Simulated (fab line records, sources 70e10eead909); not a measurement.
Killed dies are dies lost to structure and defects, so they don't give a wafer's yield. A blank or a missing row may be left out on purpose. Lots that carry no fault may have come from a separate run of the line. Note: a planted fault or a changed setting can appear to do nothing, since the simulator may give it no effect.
fab line records | flow nand_harc
record: lots: 4 wafers: 12 last_day: 33
route steps=1302 shown A_CHANNEL_HOLE_D2@570
lots untouched by any fault: they come from a run of this same line in which no faults occurred
start_h: hours from the record's opening day to when the first of the lot's shown wafers began | wait_h: hours elapsed since this lot's preceding step | " repeats the value in the row above | L1.1+2: one row covering several wafers at once | - no value, or no start given | * or withheld: withheld | < > ~ a bound
route shown NAME@n: names a module that has steps shown in the file, with the first one's number in the route | usual: the fault-free wafers' mean and standard deviation | same: alike in all rows | chamber/n: place in a boat | sites: each site's reading | _std_site: standard deviation of those values | _edge_site: outer sites' mean less inner sites' | radius_mm: for every site, how far away it sits from the centre of the wafer | mask NAME#n: copy n | behind: tool/chamber where the wafer was last shaped | hold: what put the lot on hold/how long, in hours/how the hold closed | device: names the non-switching transistor (n, p or np) | end of line: the route-end tests of the same wafers | step lacking rows: just its recipe | killed: the dies lost at the first sort to structure and to defects; this is not the yield of the wafer | map: a wafer's dies, x killed, . not, _ none there
set.NAME: setting as actually run; set.NAME@STEP: the setting as run at that earlier step | model.NAME: the simulator's own value behind a step, which no gauge read
a table for each step, a row for each wafer; lots at some steps of the route
services: a tool's chamber out of use, with start hour (start_h, from the record's first day; less than 0 if before it), hours out, and reason
== steps ==
step: NHARC_A_CHANNEL_HOLE_D2_DEP_00
recipe: target_thk_a: 31000 temp_c: 400 material: aC
step: NHARC_A_CHANNEL_HOLE_D2_DEP_01
recipe: target_thk_a: 1400 target_thk_nm: 140 temp_c: 400 pressure_torr: 3.5 flow_sccm: 200 rf_w: 350 material: SiON
step: NHARC_A_CHANNEL_HOLE_D2_DEHYDRATE_02
recipe: temp_c: 150 time_s: 120
step: NHARC_A_CHANNEL_HOLE_D2_HMDS_03
recipe: time_s: 30
step: NHARC_A_CHANNEL_HOLE_D2_COAT_36
recipe: temp_c: 260 time_s: 75
step: NHARC_A_CHANNEL_HOLE_D2_COAT_37
recipe: temp_c: 225 time_s: 65
step: NHARC_A_CHANNEL_HOLE_D2_COAT_04
recipe: spin_rpm: 1500 resist_thk_nm: 90
step: NHARC_A_CHANNEL_HOLE_D2_SOFTBAKE_05
recipe: temp_c: 105 time_s: 55
step: NHARC_A_CHANNEL_HOLE_D2_EBR_06
step: NHARC_A_CHANNEL_HOLE_D2_EXPOSE_07
recipe: na: 1.35 target_cd_nm: 100 sigma_outer: 0.3 dose_mj: 59.65 mask_id: HOLE_D2
step: NHARC_A_CHANNEL_HOLE_D2_PEB_08
recipe: peb_temp_c: 100 peb_time_s: 65
usual: heater_power_total_W: 156.6/0.42
columns lot.wafer tool chamber start_h wait_h heater_power_total_W
L315.3 litho_track-06 0 390.64 0.0 168.1
L315.5 " 0 " " 167.9
L315.6 " 0 " " 166.9
L318.1 litho_track-04 0 404.02 0.1 157.1
L318.2 " 0 " " 157.3
L318.3 " 0 " " 156.8
L317.1 litho_track-06 0 405.77 0.1 167.1
L317.3 " 0 " " 167.0
L317.4 " 0 " " 167.5
L330.2 litho_track-06 0 518.95 0.1 156.7
L330.5 " 0 " " 156.6
L330.6 " 0 " " 156.0
step: NHARC_A_CHANNEL_HOLE_D2_DEVELOP_09
recipe: develop_time_s: 35 dev_temp_c: 23
step: NHARC_A_CHANNEL_HOLE_D2_CD_MEAS_10
recipe: target_cd_nm: 100 landing_energy_ev: 500
usual: cd_nm: 100.0/0.54
columns lot.wafer tool chamber start_h wait_h cd_nm
L315.3 cd_sem-03 0 390.72 - 96.7
L315.5 " 0 " " 97.0
L315.6 " 0 " " 97.4
L318.1 cd_sem-03 0 404.10 - 99.7
L318.2 " 0 " " 99.5
L318.3 " 0 " " 99.6
L317.1 cd_sem-02 0 405.85 - 96.5
L317.3 " 0 " " 96.7
L317.4 " 0 " " 96.6
L330.2 cd_sem-03 0 519.03 - 100.0
L330.5 " 0 " " 99.7
L330.6 " 0 " " 100.1
step: NHARC_A_CHANNEL_HOLE_D2_DESCUM_15
recipe: time_s: 3 o2_flow_sccm: 200 ar_flow_sccm: 0 bias_power_w: 0 chemistry: O2
usual: drypump_motor_current_A: 5.9/0.31 oes_product_au: 0.999/0.01 rf_vpp_V: 57.5/0.88 showerhead_plenum_p_Torr: 1.85/0.064 throttle_valve_pct: 11.311/0.0096
same: bias_power_w: 0
columns lot.wafer tool chamber start_h wait_h drypump_motor_current_A oes_product_au rf_hours_counter_h rf_vpp_V showerhead_plenum_p_Torr throttle_valve_pct model.A_CHANNEL_HOLE_D2.cd_nm
L315.3 rie_diel-06 0 390.91 0.1 5.9 1.016 4.6 57.9 1.80 11.297 95.82
L315.5 " 3 " " 5.5 0.985 - 57.2 1.80 11.308 96.87
L315.6 " 0 " " 5.9 1.014 - 57.6 1.80 11.323 96.8
L318.2 rie_diel-12 2 404.29 0.1 6.6 1.015 8.5 56.4 1.84 11.329 99.88
L318.3 " 0 " " 5.9 1.001 8.4 58.6 2.02 11.312 100.3
L318.1 " 1 " " 6.0 0.992 8.0 58.5 1.89 11.328 99.71
L317.4 rie_diel-02 3 406.04 0.1 5.6 0.999 0.1 57.2 1.83 11.308 97.22
L317.3 " 0 " " 5.8 0.989 0.1 57.4 1.88 11.310 96.26
L317.1 " 1 " " 5.6 0.979 0.1 57.4 1.86 11.311 97.79
L330.2 rie_diel-02 0 519.23 0.1 5.8 1.005 6.7 58.5 1.88 11.314 99.37
L330.5 " 3 " " 5.6 0.993 - 56.2 1.82 11.316 100.7
L330.6 " 0 " " 5.8 1.001 - 58.8 1.88 11.318 99.18
step: NHARC_A_CHANNEL_HOLE_D2_ETCH_38
recipe: target_depth_a: 390 over_etch_frac: 0.3 time_s: 65 ion_energy_ev: 80 cf4_flow_sccm: 150 ar_flow_sccm: 0 rf_w: 300 bias_w: 100 chemistry: CF4
step: NHARC_A_CHANNEL_HOLE_D2_ETCH_39
recipe: target_depth_a: 2600 over_etch_frac: 0.3 time_s: 325 ion_energy_ev: 200 n2_flow_sccm: 150 h2_flow_sccm: 150 ar_flow_sccm: 0 rf_w: 400 bias_w: 150 chemistry: N2/H2
step: NHARC_A_CHANNEL_HOLE_D2_ETCH_34
recipe: target_depth_a: 1540 time_s: 77 cf4_flow_sccm: 100 chf3_flow_sccm: 30 ar_flow_sccm: 0 rf_w: 500 bias_w: 200 chemistry: CF4/CHF3
step: NHARC_A_CHANNEL_HOLE_D2_ETCH_16
recipe: target_depth_a: 31000 over_etch_frac: 0.3 time_s: 806 ion_energy_ev: 150 o2_flow_sccm: 400 cos_flow_sccm: 20 ar_flow_sccm: 0 rf_w: 500 bias_w: 300 chemistry: O2/COS
step: NHARC_A_CHANNEL_HOLE_D2_ETCH_19
recipe: bias_v: 1200 source_w: 2500 pressure_mtorr: 15 time_s: 34.5 ar_flow_sccm: 375 c4f8_flow_sccm: 28.8 o2_flow_sccm: 96.2 temp_c: -20 target_depth_a: * chemistry: C4F8/O2/Ar
step: NHARC_A_CHANNEL_HOLE_D2_ETCH_20
recipe: bias_v: 3000 source_w: withheld pressure_mtorr: 20 time_s: 361.9 ar_flow_sccm: 375 c4f8_flow_sccm: 89.3 o2_flow_sccm: 35.7 temp_c: -20 target_depth_a: 16000 chemistry: C4F8/O2/Ar
step: NHARC_A_CHANNEL_HOLE_D2_ETCH_21
recipe: bias_v: 3000 source_w: withheld pressure_mtorr: 20 time_s: 514.3 ar_flow_sccm: 375 c4f8_flow_sccm: 89.3 o2_flow_sccm: 35.7 temp_c: -20 target_depth_a: 16000 chemistry: C4F8/O2/Ar
step: NHARC_A_CHANNEL_HOLE_D2_ETCH_22
recipe: bias_v: 3000 source_w: withheld pressure_mtorr: 20 time_s: 666.7 ar_flow_sccm: 375 c4f8_flow_sccm: 89.3 o2_flow_sccm: 35.7 temp_c: -20 target_depth_a: 16000 chemistry: C4F8/O2/Ar
step: NHARC_A_CHANNEL_HOLE_D2_ETCH_23
recipe: bias_v: 5000 source_w: withheld pressure_mtorr: 20 time_s: 819 ar_flow_sccm: 375 c4f8_flow_sccm: 89.3 o2_flow_sccm: 35.7 temp_c: -20 target_depth_a: 16000 chemistry: C4F8/O2/Ar
step: NHARC_A_CHANNEL_HOLE_D2_ETCH_24
recipe: bias_v: 5000 source_w: withheld pressure_mtorr: 20 time_s: 906.2 ar_flow_sccm: 375 c4f8_flow_sccm: 93.8 o2_flow_sccm: 31.2 temp_c: -20 target_depth_a: 15000 chemistry: C4F8/O2/Ar
step: NHARC_A_CHANNEL_HOLE_D2_ETCH_25
recipe: bias_v: 5000 source_w: withheld pressure_mtorr: 20 time_s: 1040.2 ar_flow_sccm: 375 c4f8_flow_sccm: 93.8 o2_flow_sccm: 31.2 temp_c: -20 target_depth_a: 15000 chemistry: C4F8/O2/Ar
step: NHARC_A_CHANNEL_HOLE_D2_ETCH_26
recipe: bias_v: 300 source_w: 2000 pressure_mtorr: 30 time_s: 224.1 ar_flow_sccm: 375 c4f8_flow_sccm: 11.4 o2_flow_sccm: 113.6 temp_c: -20 target_depth_a: 3000 chemistry: C4F8/O2/Ar
step: NHARC_A_CHANNEL_HOLE_D2_ETCH_27
recipe: bias_v: 400 source_w: 2000 pressure_mtorr: 25 time_s: 90 ar_flow_sccm: 375 c4f8_flow_sccm: 41.7 o2_flow_sccm: 83.3 temp_c: -20 target_depth_a: 4000 chemistry: C4F8/O2/Ar
step: NHARC_A_CHANNEL_HOLE_D2_STRIP_41
recipe: n2_flow_sccm: 150 h2_flow_sccm: 150 ar_flow_sccm: 0 bias_w: 0 chemistry: N2/H2
step: NHARC_A_CHANNEL_HOLE_D2_STRIP_42
recipe: cf4_flow_sccm: 100 chf3_flow_sccm: 30 ar_flow_sccm: 0 bias_w: 0 chemistry: CF4/CHF3
step: NHARC_A_CHANNEL_HOLE_D2_STRIP_43
recipe: o2_flow_sccm: 400 cos_flow_sccm: 20 ar_flow_sccm: 0 bias_w: 0 chemistry: O2/COS
step: NHARC_A_CHANNEL_HOLE_D2_ETCH_44
recipe: target_depth_a: 1400 overetch_a: 140 time_s: 77 ion_energy_ev: 100 cf4_flow_sccm: 80 o2_flow_sccm: 20 ar_flow_sccm: 0 rf_w: 300 bias_w: 100 chemistry: CF4/O2
usual: drypump_motor_current_A: 5.88/0.29 oes_product_au: 0.999/0.011 rf_vpp_V: 197.0/1.4 showerhead_plenum_p_Torr: 1.29/0.047 throttle_valve_pct: 13.398/0.0094
columns lot.wafer tool chamber start_h wait_h drypump_motor_current_A oes_product_au rf_hours_counter_h rf_vpp_V showerhead_plenum_p_Torr throttle_valve_pct model.A_CHANNEL_HOLE_D2.cd_nm
L315.3 rie_diel-06 0 399.73 0.1 5.87 1.020 5.6 195.7 1.26 13.378 85.02
L315.5 " 0 " " 5.90 1.025 - 197.1 1.26 13.396 86.88
L315.6 " 1 " " 5.74 1.006 - 195.0 1.25 13.398 87.04
L318.2 rie_diel-12 0 410.41 0.1 5.91 1.001 8.9 199.7 1.41 13.394 91.85
L318.1 " 1 " " 6.03 0.989 8.7 197.5 1.32 13.397 89.54
L318.3 " 2 " " 6.60 1.007 9.4 196.5 1.29 13.405 89.28
L317.4 rie_diel-02 1 415.62 0.1 5.60 0.995 1.2 196.8 1.30 13.411 87.03
L317.1 " 2 " " 6.20 1.018 1.3 196.3 1.27 13.396 88.02
L317.3 " 3 " " 5.60 0.997 1.4 196.7 1.28 13.387 86.2
L330.2 rie_diel-06 3 525.31 0.1 5.44 1.004 1.0 195.7 1.26 13.387 89.06
L330.5 " 1 " " 5.72 1.001 - 196.5 1.25 13.394 88.83
L330.6 " 2 " " 5.81 0.979 - 194.8 1.26 13.401 88.09
step: NHARC_A_CHANNEL_HOLE_D2_STRIP_28
recipe: o2_flow_sccm: 500 ar_flow_sccm: 0 bias_w: 0 chemistry: O2
== services ==
columns tool chamber start_h hours kind
rie_diel-02 0 372.88 - clean
rie_diel-02 1 372.88 - clean
rie_diel-02 2 372.88 - clean
rie_diel-02 3 372.88 - clean
rie_diel-06 1 374.85 14.9 repair
litho_track-04 - 378.00 7.0 pm
rie_diel-06 0 389.92 - clean
rie_diel-06 1 389.92 - clean
rie_diel-06 2 389.92 - clean
rie_diel-06 3 389.92 - clean
rie_diel-06 3 392.61 16.5 repair
rie_diel-02 - 393.70 9.0 pm
rie_diel-02 0 393.70 9.0 vent_cycle
rie_diel-02 1 393.70 9.0 vent_cycle
rie_diel-12 2 395.01 4.2 repair
rie_diel-12 - 445.42 9.0 pm
rie_diel-02 1 455.86 5.6 repair
rie_diel-06 - 473.57 0.4 repair
rie_diel-06 2 475.67 1.4 repair
rie_diel-12 1 481.06 1.9 repair
rie_diel-06 - 484.20 9.0 pm
rie_diel-02 3 493.72 4.7 repair
rie_diel-02 2 493.90 59.7 repair
rie_diel-12 2 494.14 8.8 repair
== key ==
first_sign: step: NHARC_A_CHANNEL_HOLE_D2_PEB_08 reading: heater_power_total_W direction: up sigmas: 26 usual: * struck: *
effect: step: NHARC_A_CHANNEL_HOLE_D2_CD_MEAS_10 reading: cd_nm direction: down sigmas: 5.9 usual: 100.0 struck: 96.8
model_effect: step: NHARC_A_CHANNEL_HOLE_D2_DESCUM_15 value: A_CHANNEL_HOLE_D2.cd_nm without: 100.4 struck: 96.79
model_effect: step: NHARC_A_CHANNEL_HOLE_D2_ETCH_44 value: A_CHANNEL_HOLE_D2.cd_nm without: 90.29 struck: 86.7
met_at NHARC_A_CHANNEL_HOLE_D2_PEB_08
struck_wafers L315.3,L315.5,L315.6,L317.1,L317.3,L317.4
tester_left_out L315,L317
fault: kind: process_parameter_drift tool: litho_track-06 chamber: - onset_h: 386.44 steps: NHARC_A_CHANNEL_HOLE_D2_PEB_08 channel: peb_time_s offset: * shape: step end_h: 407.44 acts_in: * stated: *
tester_left_out: of these lots the tester's yield and bins aren't shown, on N5 and GAA mostly nor the transistor test; their killed dies are dies lost to structure and defects alone, not to doping, threshold or leakage, so they don't give the yield
